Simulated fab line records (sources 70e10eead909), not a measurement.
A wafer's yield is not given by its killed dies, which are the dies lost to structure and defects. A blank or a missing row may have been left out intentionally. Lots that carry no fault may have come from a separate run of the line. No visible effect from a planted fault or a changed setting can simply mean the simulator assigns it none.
fab line records	flow nand-harc
record lots=24	wafers=72	last-day=25
route steps=1159 shown A_STAIRCASE@669 A_SGD_CUT@760
lots untouched by any fault: they come from a run of this same line in which no faults occurred
start-h: the number of hours between the record's first day and the start of the first shown wafer of the lot	wait-h: how many hours have passed since the lot's step before this one	" unchanged from the row above	L1.1+2: a row that stands for several wafers	- either no value or no given start	* or withheld: withheld	< > ~ a bound
route shown NAME@n: a module of which the file shows steps, and the number in the route of the first	usual: mean/standard deviation taken from wafers without a fault	same: alike in all rows	chamber/n: place in a boat	sites: per-site readings	_std_site: the values' standard deviation	_edge_site: inner sites' mean taken away from outer sites' mean	radius-mm: for every site, how far away it sits from the centre of the wafer	mask NAME#n: copy n	behind: the most recent tool/chamber to have shaped the wafer	hold: the reason the lot was held/the length of the hold in hours/how it ended	device: names the non-switching transistor (n, p or np)	end of line: the tests these same wafers got at the end of their route	a step without rows: its recipe alone	killed: at the first sort, the dies lost to defects and structure; wafer yield is something else	map: the dies of a wafer, with x for killed, . for not killed, _ for no die there
set.NAME: the setting that was run; set.NAME@STEP: the one run at that earlier step	model.NAME: the simulator's own value behind a step, which no gauge read
route steps across a sampled set of lots; one table per step, one row per wafer
services: when a tool's chamber went out of use (start-h, in hours from the record's first day, below 0 if earlier), for how many hours, and the reason
## steps
# step NHARC_A_STAIRCASE_ETCH_294
# recipe target-depth-a=49920	time-s=1212.4	ion-energy-ev=800	c4f8-flow-sccm=80	o2-flow-sccm=60	ar-flow-sccm=withheld	rf-w=600	bias-w=3000	chemistry=C4F8/O2/Ar
# usual oes-product-au=0.937/0.013	rf-vpp-V=1824/10
lot.wafer	tool	chamber	start-h	wait-h	oes-product-au	rf-hours-counter-h	rf-vpp-V
L075.4	rie-diel-07	2	-	-	0.947	8	1827
L075.1	"	3	"	"	0.942	9	1840
L075.6	"	0	"	"	0.938	-	1837
L074.1	rie-diel-07	2	-	-	0.940	9	1827
L074.2	"	0	"	"	0.930	11	1835
L074.5	"	2	"	"	0.936	-	1827
L076.3	rie-diel-01	0	-	-	0.962	45	1827
L076.4	"	1	"	"	0.941	39	1812
L076.5	"	3	"	"	0.930	-	1814
L077.4	rie-diel-02	2	-	-	0.933	40	1832
L077.5	"	1	"	"	0.945	-	1825
L077.6	"	2	"	"	0.928	-	1829
L079.4	rie-diel-02	3	-	-	0.933	33	1825
L079.1	"	1	"	"	0.953	42	1825
L079.5	"	3	"	"	0.939	-	1823
L078.1	rie-diel-07	2	-	-	0.945	15	1828
L078.4	"	3	"	"	0.949	16	1839
L078.3	"	0	"	"	0.949	16	1837
L080.4	rie-diel-02	0	-	-	0.924	46	1816
L080.3	"	1	"	"	0.919	46	1825
L080.1	"	2	"	"	0.929	47	1830
L081.1	rie-diel-01	0	-	-	0.940	54	1828
L081.3	"	1	"	"	0.938	48	1812
L081.6	"	0	"	"	0.943	-	1828
L082.2	rie-diel-01	2	-	-	0.936	63	1806
L082.4	"	3	"	"	0.911	55	1811
L082.1	"	0	"	"	0.936	61	1828
L083.2	rie-diel-07	3	-	-	0.937	28	1839
L083.1	"	0	"	"	0.935	28	1836
L083.4	"	2	"	"	0.935	27	1826
L085.4	rie-diel-01	3	-	-	0.929	55	1812
L085.1	"	1	"	"	0.928	55	1810
L085.5	"	3	"	"	0.921	-	1814
L084.4	rie-diel-02	1	-	-	0.944	52	1823
L084.5	"	0	"	"	0.927	-	1817
L084.6	"	1	"	"	0.949	-	1826
L086.1	rie-diel-02	1	-	-	0.947	58	1826
L086.3	"	2	"	"	0.948	59	1829
L086.5	"	3	"	"	0.928	-	1822
L088.3	rie-diel-01	2	-	-	0.942	3	1846
L088.1	"	1	"	"	0.929	3	1811
L088.5	"	3	"	"	0.929	-	1813
L087.1	rie-diel-01	2	-	-	0.968	4	1848
L087.5	"	2	"	"	0.958	-	1846
L087.6	"	3	"	"	0.951	-	1813
L090.3	rie-diel-01	0	-	-	0.926	10	1827
L090.1	"	1	"	"	0.943	11	1811
L090.6	"	0	"	"	0.937	-	1827
L091.4	rie-diel-02	0	-	-	0.931	8	1816
L091.6	"	3	"	"	0.929	-	1822
L091.5	"	0	"	"	0.928	-	1815
L089.2	rie-diel-07	1	-	-	0.966	45	1832
L089.1	"	2	"	"	0.947	44	1826
L089.6	"	3	"	"	0.948	-	1838
L092.1	rie-diel-02	1	-	-	0.963	12	1823
L092.2	"	2	"	"	0.936	10	1829
L092.3	"	3	"	"	0.930	9	1823
L093.3	rie-diel-02	1	-	-	0.951	14	1822
L093.2	"	3	"	"	0.911	10	1824
L093.6	"	1	"	"	0.949	-	1823
L094.4	rie-diel-02	3	-	-	0.926	13	1822
L094.2	"	0	"	"	0.918	17	1816
L094.5	"	2	"	"	0.924	-	1827
L097.3	rie-diel-01	3	-	-	0.935	23	1813
L097.4	"	1	"	"	0.914	22	1811
L097.6	"	3	"	"	0.924	-	1811
L095.3	rie-diel-02	1	-	-	0.953	19	1823
L095.6	"	3	"	"	0.933	-	1824
L095.5	"	0	"	"	0.931	-	1813
L096.1	rie-diel-01	3	-	-	0.936	25	1812
L096.3	"	0	"	"	0.956	26	1827
L096.2	"	1	"	"	0.939	23	1810
# step NHARC_A_STAIRCASE_ETCH_313
# recipe cf4-flow-sccm=100	chf3-flow-sccm=30	ar-flow-sccm=0	rf-w=500	bias-w=200	chemistry=CF4/CHF3
# usual drypump-motor-current-A=5.73/0.26	oes-product-au=0.940/0.022	rf-vpp-V=369.7/2.4	showerhead-plenum-p-Torr=1.55/0.069	throttle-valve-pct=16.804/0.0086
lot.wafer	tool	chamber	start-h	wait-h	drypump-motor-current-A	oes-product-au	rf-hours-counter-h	rf-vpp-V	showerhead-plenum-p-Torr	throttle-valve-pct
L075.4	rie-diel-01	3	267.53	0.1	5.95	0.952	42	368.8	1.49	16.789
L075.1	"	1	"	"	5.38	0.966	39	368.3	1.49	16.807
L075.6	"	3	"	"	5.94	0.958	-	369.1	1.49	16.797
L074.1	rie-diel-01	0	268.98	0.1	5.65	0.972	46	371.0	1.58	16.809
L074.2	"	3	"	"	5.95	0.953	43	367.7	1.49	16.807
L074.5	"	1	"	"	5.37	0.944	-	366.9	1.49	16.799
L076.4	rie-diel-01	2	270.65	0.1	5.69	0.930	48	366.8	1.46	16.800
L076.3	"	0	"	"	5.66	0.956	47	370.5	1.58	16.808
L076.5	"	2	"	"	5.67	0.928	-	366.8	1.46	16.817
L077.4	rie-diel-01	2	276.39	0.1	5.70	0.934	49	366.4	1.46	16.806
L077.5	"	0	"	"	5.66	0.952	-	370.9	1.58	16.806
L077.6	"	1	"	"	5.34	0.933	-	367.6	1.49	16.792
L079.4	rie-diel-01	3	282.85	0.1	5.92	0.919	47	368.5	1.49	16.808
L079.1	"	1	"	"	5.36	0.932	44	367.8	1.49	16.804
L079.5	"	3	"	"	5.91	0.914	-	368.0	1.49	16.804
L078.4	rie-diel-02	3	284.50	0.1	5.29	0.907	35	370.3	1.55	16.805
L078.3	"	1	"	"	6.18	0.921	44	371.7	1.56	16.813
L078.1	"	2	"	"	5.75	0.922	44	371.1	1.59	16.803
L080.3	rie-diel-01	2	296.29	0.2	5.73	0.934	58	366.2	1.46	16.765
L080.1	"	3	"	"	5.92	0.917	50	367.0	1.49	16.810
L080.4	"	0	"	"	5.65	0.941	56	371.0	1.58	16.814
L081.3	rie-diel-01	2	298.04	0.1	5.68	0.940	59	366.7	1.46	16.808
L081.1	"	1	"	"	5.37	0.941	51	369.3	1.48	16.805
L081.6	"	2	"	"	5.66	0.931	-	366.7	1.46	16.793
L082.1	rie-diel-02	0	314.81	0.1	6.00	0.929	54	368.7	1.51	16.806
L082.2	"	1	"	"	6.15	0.933	54	368.3	1.56	16.792
L082.4	"	3	"	"	5.27	0.914	47	371.5	1.55	16.788
L083.2	rie-diel-02	1	315.17	0.1	6.16	0.934	54	371.0	1.56	16.806
L083.4	"	3	"	"	5.24	0.925	47	368.8	1.55	16.808
L083.1	"	0	"	"	5.99	0.937	54	368.8	1.51	16.798
L085.4	rie-diel-02	0	315.49	0.2	5.99	0.926	54	369.1	1.51	16.804
L085.1	"	1	"	"	6.16	0.931	54	369.9	1.56	16.803
L085.5	"	0	"	"	6.00	0.934	-	368.4	1.51	16.799
L084.4	rie-diel-02	3	317.19	0.2	5.27	0.925	48	369.4	1.55	16.803
L084.6	"	1	"	"	6.19	0.937	-	369.2	1.56	16.794
L084.5	"	2	"	"	5.75	0.918	-	371.2	1.59	16.806
L086.3	rie-diel-01	2	330.14	0.1	5.68	1.000	3	375.0	1.70	16.808
L086.1	"	1	"	"	5.36	0.973	3	367.8	1.48	16.801
L086.5	"	2	"	"	5.72	0.998	-	376.0	1.70	16.808
L088.3	rie-diel-01	2	334.51	0.1	5.70	0.932	4	374.0	1.70	16.804
L088.1	"	1	"	"	5.36	0.929	4	367.4	1.48	16.790
L088.5	"	3	"	"	5.90	0.921	-	367.1	1.49	16.806
L087.1	rie-diel-01	2	337.09	0.1	5.74	0.939	5	374.5	1.70	16.805
L087.5	"	0	"	"	5.66	0.924	-	370.3	1.58	16.799
L087.6	"	1	"	"	5.35	0.918	-	368.4	1.48	16.818
L090.1	rie-diel-01	0	364.09	0.1	5.65	0.927	17	369.9	1.58	16.795
L090.3	"	1	"	"	5.35	0.928	16	367.0	1.48	16.815
L090.6	"	0	"	"	5.67	0.929	-	371.9	1.58	16.796
L091.4	rie-diel-07	3	365.44	0.1	6.19	0.930	48	371.6	1.64	16.806
L091.5	"	0	"	"	5.54	0.935	-	372.7	1.62	16.799
L091.6	"	1	"	"	5.61	0.949	-	370.0	1.60	16.811
L089.1	rie-diel-01	2	365.92	0.1	5.70	0.945	16	373.3	1.70	16.812
L089.2	"	0	"	"	5.67	0.920	18	373.2	1.58	16.817
L089.6	"	3	"	"	5.94	0.950	-	367.2	1.48	16.801
L092.1	rie-diel-07	3	367.34	0.1	6.16	0.976	49	371.0	1.64	16.806
L092.3	"	0	"	"	5.54	0.978	45	372.3	1.62	16.811
L092.2	"	1	"	"	5.64	0.997	49	371.8	1.60	16.803
L093.2	rie-diel-01	1	371.14	0.1	5.36	0.954	20	366.2	1.48	16.806
L093.3	"	2	"	"	5.69	0.969	19	374.0	1.70	16.800
L093.6	"	1	"	"	5.37	0.952	-	366.9	1.48	16.799
L094.4	rie-diel-07	2	379.19	0.1	5.96	0.966	52	371.2	1.57	16.803
L094.2	"	3	"	"	6.18	0.976	53	373.6	1.64	16.825
L094.5	"	1	"	"	5.69	0.995	-	369.9	1.60	16.812
L097.3	rie-diel-02	3	386.64	0.1	5.27	0.916	17	369.4	1.54	16.805
L097.4	"	0	"	"	6.00	0.917	20	369.0	1.50	16.801
L097.6	"	2	"	"	5.76	0.911	-	372.4	1.58	16.797
L095.3	rie-diel-01	3	386.81	0.1	5.93	0.948	25	367.4	1.48	16.811
L095.5	"	2	"	"	5.69	0.967	-	376.2	1.69	16.796
L095.6	"	3	"	"	5.95	0.936	-	365.9	1.48	16.813
L096.1	rie-diel-01	2	389.76	0.1	5.74	0.924	23	373.7	1.69	16.808
L096.3	"	3	"	"	5.92	0.921	26	368.7	1.48	16.816
L096.2	"	0	"	"	5.66	0.915	27	370.0	1.57	16.797
# step NHARC_A_STAIRCASE_STRIP_476
# recipe time-s=20	o2-flow-sccm=500	ar-flow-sccm=0	bias-w=0	chemistry=O2
# usual drypump-motor-current-A=5.75/0.27	oes-product-au=1.003/0.013	rf-vpp-V=57.7/0.9	showerhead-plenum-p-Torr=3.48/0.14	throttle-valve-pct=17.036/0.0093
lot.wafer	tool	chamber	start-h	wait-h	drypump-motor-current-A	oes-product-au	rf-hours-counter-h	rf-vpp-V	showerhead-plenum-p-Torr	throttle-valve-pct
L075.1	rie-diel-02	0	271.66	0.1	6.01	1.007	40	56.7	3.39	17.028
L075.4	"	3	"	"	5.26	0.993	31	58.7	3.48	17.035
L075.6	"	0	"	"	6.03	1.003	-	57.2	3.39	17.031
L074.1	rie-diel-01	0	273.73	0.1	5.66	1.023	48	57.9	3.55	17.036
L074.2	"	2	"	"	5.78	0.995	49	57.5	3.28	17.038
L074.5	"	0	"	"	5.68	1.018	-	59.8	3.55	17.039
L076.4	rie-diel-01	1	274.72	0.1	5.40	1.003	42	57.8	3.33	17.022
L076.3	"	2	"	"	5.72	1.005	49	58.4	3.28	17.038
L076.5	"	1	"	"	5.39	1.012	-	56.9	3.33	17.035
L077.4	rie-diel-01	1	280.30	0.1	5.37	1.021	44	56.6	3.33	17.031
L077.5	"	0	"	"	5.67	1.029	-	57.4	3.55	17.033
L077.6	"	1	"	"	5.37	1.009	-	56.8	3.33	17.041
L079.1	rie-diel-07	2	286.82	0.1	5.89	1.000	17	57.2	3.53	17.030
L079.4	"	3	"	"	6.18	1.002	18	58.3	3.70	17.042
L079.5	"	1	"	"	5.65	1.023	-	58.1	3.60	17.028
L078.3	rie-diel-01	1	288.44	0.1	5.37	1.014	46	58.1	3.33	17.040
L078.1	"	2	"	"	5.75	1.006	54	57.6	3.27	17.036
L078.4	"	2	"	"	5.74	1.014	-	57.1	3.27	17.038
L080.3	rie-diel-01	3	300.37	0.1	5.97	1.003	52	56.9	3.34	17.027
L080.4	"	0	"	"	5.66	1.019	58	57.4	3.55	17.022
L080.1	"	1	"	"	5.37	1.006	52	57.1	3.33	17.049
L081.3	rie-diel-07	3	302.06	0.1	6.20	1.010	25	59.3	3.69	17.043
L081.1	"	0	"	"	5.54	1.012	26	58.6	3.64	17.028
L081.6	"	3	"	"	6.19	1.006	-	58.3	3.69	17.023
L082.4	rie-diel-02	0	318.98	0.1	6.00	1.001	56	56.5	3.39	17.030
L082.2	"	1	"	"	6.21	1.013	56	57.9	3.49	17.036
L082.1	"	2	"	"	5.74	1.000	58	58.5	3.56	17.030
L083.4	rie-diel-02	2	319.90	0.2	5.75	0.999	58	59.8	3.56	17.035
L083.2	"	3	"	"	5.27	0.997	49	58.2	3.47	17.036
L083.1	"	1	"	"	6.21	1.014	56	59.1	3.49	17.018
L085.4	rie-diel-02	1	320.14	0.1	6.16	1.010	57	58.1	3.49	17.036
L085.1	"	2	"	"	5.74	0.995	58	58.2	3.56	17.044
L085.5	"	0	"	"	6.05	1.001	-	56.9	3.39	17.037
L084.4	rie-diel-07	3	321.40	0.1	6.19	0.996	33	57.2	3.69	17.023
L084.5	"	0	"	"	5.54	1.009	-	57.9	3.64	17.024
L084.6	"	1	"	"	5.64	1.013	-	56.4	3.60	17.046
L086.3	rie-diel-01	0	334.10	0.1	5.66	1.003	3	57.6	3.54	17.032
L086.1	"	2	"	"	5.74	1.015	4	58.9	3.81	17.045
L086.5	"	3	"	"	5.96	0.990	-	55.7	3.34	17.027
L088.1	rie-diel-01	1	339.96	0.1	5.42	1.000	6	58.3	3.32	17.022
L088.3	"	3	"	"	5.96	1.003	5	56.6	3.33	17.044
L088.5	"	2	"	"	5.70	1.026	-	57.2	3.80	17.012
L087.1	rie-diel-01	0	341.32	0.1	5.66	1.000	5	57.0	3.54	17.046
L087.6	"	3	"	"	5.97	1.004	-	58.3	3.33	17.034
L087.5	"	0	"	"	5.67	1.002	-	57.6	3.54	17.026
L090.1	rie-diel-01	0	368.04	0.1	5.68	1.007	19	57.3	3.53	17.035
L090.3	"	2	"	"	5.73	1.013	17	58.6	3.80	17.053
L090.6	"	0	"	"	5.68	0.997	-	57.2	3.53	17.045
L091.4	rie-diel-02	2	369.51	0.2	5.77	0.994	13	56.4	3.55	17.034
L091.5	"	1	"	"	6.18	1.013	-	56.8	3.48	17.033
L091.6	"	2	"	"	5.79	0.987	-	57.5	3.55	17.039
L089.1	rie-diel-02	2	370.12	0.1	5.76	0.983	13	58.2	3.55	17.053
L089.2	"	3	"	"	5.29	0.984	12	57.0	3.46	17.042
L089.6	"	3	"	"	5.28	1.007	-	58.6	3.46	17.025
L092.1	rie-diel-01	2	371.41	0.2	5.73	1.006	19	59.0	3.80	17.037
L092.3	"	3	"	"	5.95	1.005	20	57.6	3.33	17.042
L092.2	"	1	"	"	5.37	0.994	20	58.5	3.32	17.040
L093.3	rie-diel-01	0	377.20	0.1	5.67	0.999	22	57.2	3.53	17.036
L093.2	"	3	"	"	5.96	1.008	21	57.5	3.33	17.029
L093.6	"	0	"	"	5.67	1.007	-	57.7	3.53	17.034
L094.4	rie-diel-01	0	383.19	0.1	5.66	0.996	25	58.5	3.53	17.037
L094.2	"	3	"	"	5.92	0.997	24	57.6	3.33	17.034
L094.5	"	1	"	"	5.42	0.988	-	57.6	3.31	17.033
L097.4	rie-diel-02	1	390.67	0.1	6.20	1.008	22	55.9	3.48	17.019
L097.3	"	2	"	"	5.77	0.980	19	56.2	3.55	17.039
L097.6	"	1	"	"	6.21	1.012	-	58.5	3.48	17.052
L095.3	rie-diel-01	2	392.10	0.1	5.76	1.000	24	60.1	3.79	17.044
L095.5	"	1	"	"	5.43	0.979	-	57.6	3.31	17.026
L095.6	"	2	"	"	5.73	0.999	-	58.7	3.79	17.059
L096.2	rie-diel-02	2	393.77	0.1	5.77	0.981	20	57.8	3.55	17.035
L096.3	"	3	"	"	5.28	0.991	20	58.4	3.46	17.034
L096.1	"	0	"	"	5.98	0.996	23	57.4	3.37	17.044
# step NHARC_A_STAIRCASE_DEP_325
# recipe target-thk-a=38000	temp-c=400	target-thk-nm=3800	teos-flow-sccm=200	rf-w=500	material=SiO2
# usual heater-power-w=642/80
lot.wafer	tool	chamber	start-h	wait-h	heater-power-w	since-wet-clean-h
L074.1	pecvd-01	0	300.68	0.6	627	50
L074.2	"	1	"	"	816	50
L074.5	"	1	"	"	644	-
L075.1	pecvd-04	0	300.71	0.6	720	92
L075.4	"	0	"	"	579	-
L075.6	"	2	"	"	661	-
L076.3	pecvd-03	2	307.69	0.2	661	2
L076.4	"	2	"	"	575	-
L076.5	"	0	"	"	478	-
L077.5	pecvd-04	2	307.86	0.3	662	-
L077.4	"	0	"	"	605	-
L077.6	"	1	"	"	561	-
L079.1	pecvd-01	2	314.50	0.1	708	64
L079.4	"	0	"	"	529	-
L079.5	"	1	"	"	645	-
L078.3	pecvd-04	2	314.52	0.1	726	106
L078.1	"	0	"	"	666	106
L078.4	"	2	"	"	654	-
L080.3	pecvd-04	2	330.39	0.1	781	122
L080.1	"	1	"	"	616	122
L080.4	"	0	"	"	605	-
L081.1	pecvd-01	1	330.39	0.1	675	80
L081.3	"	0	"	"	601	80
L081.6	"	0	"	"	529	-
L082.2	pecvd-04	0	349.38	0.2	663	141
L082.1	"	1	"	"	647	141
L082.4	"	0	"	"	566	-
L083.1	pecvd-03	0	349.38	0.2	509	44
L083.2	"	1	"	"	770	44
L083.4	"	2	"	"	590	-
L084.6	pecvd-01	2	349.57	0.4	613	-
L084.4	"	0	"	"	518	-
L084.5	"	1	"	"	678	-
L085.1	pecvd-01	0	349.96	0.7	533	100
L085.5	"	2	"	"	615	-
L085.4	"	1	"	"	684	-
L086.1	pecvd-01	0	361.47	0.2	625	111
L086.3	"	1	"	"	793	111
L086.5	"	0	"	"	541	-
L087.1	pecvd-04	2	372.50	0.1	804	164
L087.6	"	2	"	"	653	-
L087.5	"	1	"	"	561	-
L088.1	pecvd-03	0	372.67	0.2	581	67
L088.3	"	1	"	"	714	67
L088.5	"	1	"	"	623	-
L090.3	pecvd-03	1	398.66	0.1	713	93
L090.1	"	0	"	"	578	93
L090.6	"	1	"	"	612	-
L092.3	pecvd-04	0	398.66	0.1	769	9
L092.2	"	1	"	"	684	9
L092.1	"	2	"	"	757	10
L089.1	pecvd-01	0	398.93	0.3	646	149
L089.2	"	1	"	"	799	149
L089.6	"	2	"	"	623	-
L091.4	pecvd-04	0	399.51	0.9	597	-
L091.6	"	1	"	"	579	-
L091.5	"	2	"	"	639	-
L093.2	pecvd-04	1	406.07	0.2	704	17
L093.3	"	2	"	"	715	17
L093.6	"	2	"	"	640	-
L094.2	pecvd-01	2	411.88	0.1	714	162
L094.4	"	0	"	"	530	-
L094.5	"	1	"	"	666	-
L095.3	pecvd-03	2	417.71	0.1	718	112
L095.5	"	2	"	"	593	-
L095.6	"	1	"	"	622	-
L097.3	pecvd-01	0	417.81	0.2	635	167
L097.6	"	2	"	"	620	-
L097.4	"	1	"	"	670	-
L096.1	pecvd-04	1	417.85	0.2	663	29
L096.3	"	2	"	"	782	29
L096.2	"	0	"	"	668	29
# step NHARC_A_STAIRCASE_INSPECT_155
# usual raw-defect-count=367/120
lot.wafer	tool	chamber	start-h	wait-h	raw-defect-count
L074.1	defect-inspect-01	-	313.68	0.1	415
L074.2	"	-	"	"	420
L074.5	"	-	"	"	241
L075.1	defect-inspect-01	-	314.15	0.1	166
L075.4	"	-	"	"	271
L075.6	"	-	"	"	194
L076.3	defect-inspect-01	-	323.07	0.1	338
L076.4	"	-	"	"	679
L076.5	"	-	"	"	282
L077.4	defect-inspect-01	-	324.47	0.1	333
L077.5	"	-	"	"	540
L077.6	"	-	"	"	294
L079.1	defect-inspect-01	-	329.21	0.1	742
L079.4	"	-	"	"	378
L079.5	"	-	"	"	490
L078.1	defect-inspect-01	-	329.35	0.1	554
L078.3	"	-	"	"	295
L078.4	"	-	"	"	227
L081.1	defect-inspect-01	-	344.41	0.1	348
L081.3	"	-	"	"	439
L081.6	"	-	"	"	276
L080.1	defect-inspect-02	-	344.42	0.1	246
L080.3	"	-	"	"	277
L080.4	"	-	"	"	382
L082.1	defect-inspect-02	-	362.21	0.1	239
L082.2	"	-	"	"	400
L082.4	"	-	"	"	396
L083.1	defect-inspect-02	-	362.39	0.1	207
L083.2	"	-	"	"	283
L083.4	"	-	"	"	543
L084.4	defect-inspect-02	-	364.45	0.1	277
L084.5	"	-	"	"	586
L084.6	"	-	"	"	310
L085.1	defect-inspect-01	-	364.73	0.1	416
L085.4	"	-	"	"	535
L085.5	"	-	"	"	504
L086.1	defect-inspect-01	-	374.12	0.1	473
L086.3	"	-	"	"	401
L086.5	"	-	"	"	654
L087.1	defect-inspect-02	-	385.70	0.1	426
L087.5	"	-	"	"	298
L087.6	"	-	"	"	291
L088.1	defect-inspect-01	-	385.75	0.1	464
L088.3	"	-	"	"	422
L088.5	"	-	"	"	607
L089.1	defect-inspect-01	-	415.10	0.1	456
L089.2	"	-	"	"	216
L089.6	"	-	"	"	353
L090.1	defect-inspect-02	-	415.27	0.1	192
L090.3	"	-	"	"	185
L090.6	"	-	"	"	154
L091.4	defect-inspect-02	-	416.24	0.1	403
L091.5	"	-	"	"	256
L091.6	"	-	"	"	317
L092.1	defect-inspect-01	-	417.76	0.1	423
L092.2	"	-	"	"	564
L092.3	"	-	"	"	397
L093.2	defect-inspect-01	-	420.42	0.1	252
L093.3	"	-	"	"	387
L093.6	"	-	"	"	262
L094.2	defect-inspect-01	-	426.88	0.1	275
L094.4	"	-	"	"	307
L094.5	"	-	"	"	257
L097.3	defect-inspect-02	-	432.06	0.1	294
L097.4	"	-	"	"	367
L097.6	"	-	"	"	343
L095.3	defect-inspect-02	-	432.29	0.1	280
L095.5	"	-	"	"	318
L095.6	"	-	"	"	319
L096.1	defect-inspect-01	-	432.64	0.1	307
L096.2	"	-	"	"	526
L096.3	"	-	"	"	319
# step NHARC_A_SGD_CUT_INSPECT_11
# usual raw-defect-count=18/11
lot.wafer	tool	chamber	start-h	wait-h	raw-defect-count
L074.1	defect-inspect-01	-	314.59	0.0	21
L074.2	"	-	"	"	16
L074.5	"	-	"	"	18
L075.1	defect-inspect-01	-	314.94	0.0	3
L075.4	"	-	"	"	10
L075.6	"	-	"	"	2
L076.3	defect-inspect-02	-	323.99	0.0	9
L076.4	"	-	"	"	9
L076.5	"	-	"	"	6
L077.4	defect-inspect-02	-	325.38	0.0	11
L077.5	"	-	"	"	12
L077.6	"	-	"	"	14
L079.1	defect-inspect-01	-	330.12	0.0	8
L079.4	"	-	"	"	14
L079.5	"	-	"	"	11
L078.1	defect-inspect-02	-	330.32	0.0	33
L078.3	"	-	"	"	19
L078.4	"	-	"	"	23
L081.1	defect-inspect-01	-	345.34	0.1	7
L081.3	"	-	"	"	5
L081.6	"	-	"	"	3
L080.1	defect-inspect-01	-	345.48	0.0	29
L080.3	"	-	"	"	36
L080.4	"	-	"	"	26
L082.1	defect-inspect-01	-	363.00	0.0	8
L082.2	"	-	"	"	7
L082.4	"	-	"	"	11
L083.1	defect-inspect-01	-	363.30	0.0	21
L083.2	"	-	"	"	33
L083.4	"	-	"	"	30
L084.4	defect-inspect-02	-	365.27	0.0	32
L084.5	"	-	"	"	23
L084.6	"	-	"	"	24
L085.1	defect-inspect-01	-	365.65	0.0	7
L085.4	"	-	"	"	9
L085.5	"	-	"	"	7
L086.1	defect-inspect-02	-	375.06	0.0	13
L086.3	"	-	"	"	10
L086.5	"	-	"	"	13
L087.1	defect-inspect-02	-	386.62	0.0	33
L087.5	"	-	"	"	31
L087.6	"	-	"	"	27
L088.1	defect-inspect-01	-	386.79	0.0	30
L088.3	"	-	"	"	38
L088.5	"	-	"	"	41
L089.1	defect-inspect-01	-	415.89	0.0	35
L089.2	"	-	"	"	36
L089.6	"	-	"	"	34
L090.1	defect-inspect-01	-	416.22	0.0	2
L090.3	"	-	"	"	7
L090.6	"	-	"	"	8
L091.4	defect-inspect-01	-	417.16	0.0	21
L091.5	"	-	"	"	27
L091.6	"	-	"	"	25
L092.1	defect-inspect-02	-	418.96	0.0	35
L092.2	"	-	"	"	28
L092.3	"	-	"	"	31
L093.2	defect-inspect-01	-	421.21	0.0	7
L093.3	"	-	"	"	10
L093.6	"	-	"	"	12
L094.2	defect-inspect-01	-	427.67	0.0	5
L094.4	"	-	"	"	9
L094.5	"	-	"	"	10
L097.3	defect-inspect-01	-	433.09	0.0	35
L097.4	"	-	"	"	29
L097.6	"	-	"	"	28
L095.3	defect-inspect-02	-	433.24	0.0	6
L095.5	"	-	"	"	8
L095.6	"	-	"	"	12
L096.1	defect-inspect-01	-	433.55	0.0	13
L096.2	"	-	"	"	15
L096.3	"	-	"	"	11
## services
tool	chamber	start-h	hours	kind
pecvd-01	-	237.50	13.0	pm
rie-diel-01	0	244.98	-	clean
rie-diel-01	1	244.98	-	clean
rie-diel-01	2	244.98	-	clean
rie-diel-01	3	244.98	-	clean
rie-diel-01	0	269.53	-	clean
rie-diel-01	1	269.53	-	clean
rie-diel-01	2	269.53	-	clean
rie-diel-01	3	269.53	-	clean
pecvd-04	0	270.08	21.1	repair
rie-diel-01	3	288.44	4.6	repair
pecvd-03	-	292.48	13.0	pm
rie-diel-01	0	294.03	-	clean
rie-diel-01	1	294.03	-	clean
rie-diel-01	2	294.03	-	clean
rie-diel-01	3	294.03	-	clean
rie-diel-02	-	297.41	0.8	repair
rie-diel-01	0	314.86	9.0	vent-cycle
rie-diel-01	1	314.86	9.0	vent-cycle
rie-diel-02	-	327.99	9.0	pm
rie-diel-07	0	347.99	10.7	repair
pecvd-04	-	376.41	13.0	pm
rie-diel-01	3	398.37	5.3	repair
rie-diel-07	-	405.20	9.0	pm
## key
fault none
